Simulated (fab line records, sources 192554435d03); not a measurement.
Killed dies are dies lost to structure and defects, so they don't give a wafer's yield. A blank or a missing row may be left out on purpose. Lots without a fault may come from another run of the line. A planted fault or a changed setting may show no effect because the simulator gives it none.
Chamber matching | flow n5_finfet | N5_BEOL_M9_ETCH_62 on rie_diel-05: 4 sister chambers
The step etches SOC in N2/H2, target depth 110 nm, overetch 22 nm, time 165 s. 8 wafers are shown with their chamber, then 9 later ones without.

WAFERS WITH THEIR CHAMBER
wafer  | chamber | drypump_motor_current_A (A) | showerhead_plenum_p_Torr (Torr)
L080.5 | 3       | 5.1                         | 2.48
L079.4 | 2       | 6.2                         | 2.59
L083.1 | 1       | 5.6                         | 2.61
L083.4 | 3       | 5.1                         | 2.48
L083.5 | 0       | 5.2                         | 2.44
L086.1 | 2       | 6.2                         | 2.59
L086.2 | 0       | 5.3                         | 2.43
L086.4 | 1       | 5.6                         | 2.61

WAFERS WITHOUT THEIR CHAMBER
wafer  | drypump_motor_current_A (A) | showerhead_plenum_p_Torr (Torr)
L088.2 | 6.2                         | 2.59
L088.3 | 5.2                         | 2.43
L088.5 | 6.2                         | 2.59
L089.1 | 5.2                         | 2.43
L089.3 | 6.2                         | 2.59
L089.4 | 6.2                         | 2.59
L097.1 | 5.6                         | 2.60
L097.3 | 5.2                         | 2.42
L097.5 | 5.1                         | 2.47

WHICH CHAMBER EACH WENT THROUGH
wafer  | from the rows above | in truth
L088.2 | 2                   | 2
L088.3 | 0                   | 0
L088.5 | 2                   | 2
L089.1 | 0                   | 0
L089.3 | 2                   | 2
L089.4 | 2                   | 2
L097.1 | 1                   | 1
L097.3 | 0                   | 0
L097.5 | 3                   | 3
Placed correctly: 9 of 9. Can't be placed from these rows: 0. Placed wrongly: 0.
How it was worked out, from the rows above alone: a wafer's distance from a chamber is the root of the sum, over the readings, of the square of ((its reading less the chamber's mean) divided by the reading's scatter). The wafer belongs to the nearest chamber; if the next one is less than 2 further off, it can't be placed. A chamber's mean is the mean of its shown wafers. The scatter: the root of (the sum of the squares of (reading less its chamber's mean) over the shown wafers, divided by (wafers less chambers)).
